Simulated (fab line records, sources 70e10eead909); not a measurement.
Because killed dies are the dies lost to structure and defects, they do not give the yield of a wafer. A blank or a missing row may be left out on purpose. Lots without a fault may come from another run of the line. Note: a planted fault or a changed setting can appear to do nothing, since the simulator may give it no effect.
Chamber matching ; flow nandHarc ; NHARC_P_STI_ETCH_42 on rieDiel-05 has 4 sister chambers
The step etches the open film in N2/H2, target depth 80 nm, overetch 24 nm, time 61 s. 20 wafers are shown with their chamber, then 9 later ones without.

## WAFERS PAIRED WITH THEIR CHAMBERS
wafer;chamber;showerheadPlenumPTorr (Torr);drypumpMotorCurrentA (A);rfVppV (V)
L951.3;1;1.91;5.16;427.1
L951.5;2;2.07;5.56;430.9
L951.6;1;1.91;5.18;426.3
L953.1;3;2.01;5.38;428.9
L953.4;2;2.07;5.58;430.9
L953.5;3;2.01;5.37;428.3
L956.1;0;2.19;4.98;433.9
L956.2;1;1.91;5.16;426.1
L956.4;2;2.07;5.59;430.4
L957.1;2;2.07;5.58;430.9
L957.2;0;2.19;4.98;435.2
L957.6;1;1.91;5.16;428.4
L958.2;0;2.19;4.97;434.7
L958.4;2;2.07;5.56;432.1
L958.5;1;1.91;5.19;427.6
L961.2;3;2.00;5.38;430.0
L961.3;1;1.91;5.15;426.5
L961.5;2;2.07;5.58;432.1
L962.1;3;2.00;5.36;430.2
L962.3;2;2.07;5.55;432.3

SIGNATURES (averages over the wafers above)
reading;chamber 0;chamber 1;chamber 2;chamber 3;scatter within a chamber
showerheadPlenumPTorr;2.1900;1.9100;2.0700;2.0050;0.0025
drypumpMotorCurrentA;4.9767;5.1667;5.5714;5.3725;0.0131
rfVppV;434.600;427.000;431.371;429.350;0.819
Rule: for each reading, subtract the chamber's mean from the wafer's reading, divide by that reading's scatter and square the result; add these up over the readings and take the root, which gives the wafer's distance from the chamber. If the next closest chamber is less than 2 further off than the closest, the wafer can't be placed; otherwise it belongs to the closest. The scatter: take each reading less its chamber's mean, square it, sum over the shown wafers, divide by the number of wafers less the number of chambers, and take the root.

## WAFERS WHOSE CHAMBER IS MISSING
wafer;showerheadPlenumPTorr (Torr);drypumpMotorCurrentA (A);rfVppV (V)
L962.5;2.00;5.35;428.1
L963.3;1.91;5.19;426.4
L963.4;2.00;5.36;429.3
L963.5;2.07;5.56;430.8
L964.1;2.19;4.97;433.8
L964.2;2.07;5.55;430.6
L964.6;2.00;5.34;429.4
L969.5;2.00;5.35;430.6
L969.6;2.19;4.97;435.4

## CHAMBER TAKEN BY EACH
wafer;from the rows above;in truth
L962.5;3;3
L963.3;1;1
L963.4;3;3
L963.5;2;2
L964.1;0;0
L964.2;2;2
L964.6;3;3
L969.5;3;3
L969.6;0;0
Correctly placed: 9 of 9. From these rows, 0 cannot be placed. Placed wrongly: 0.
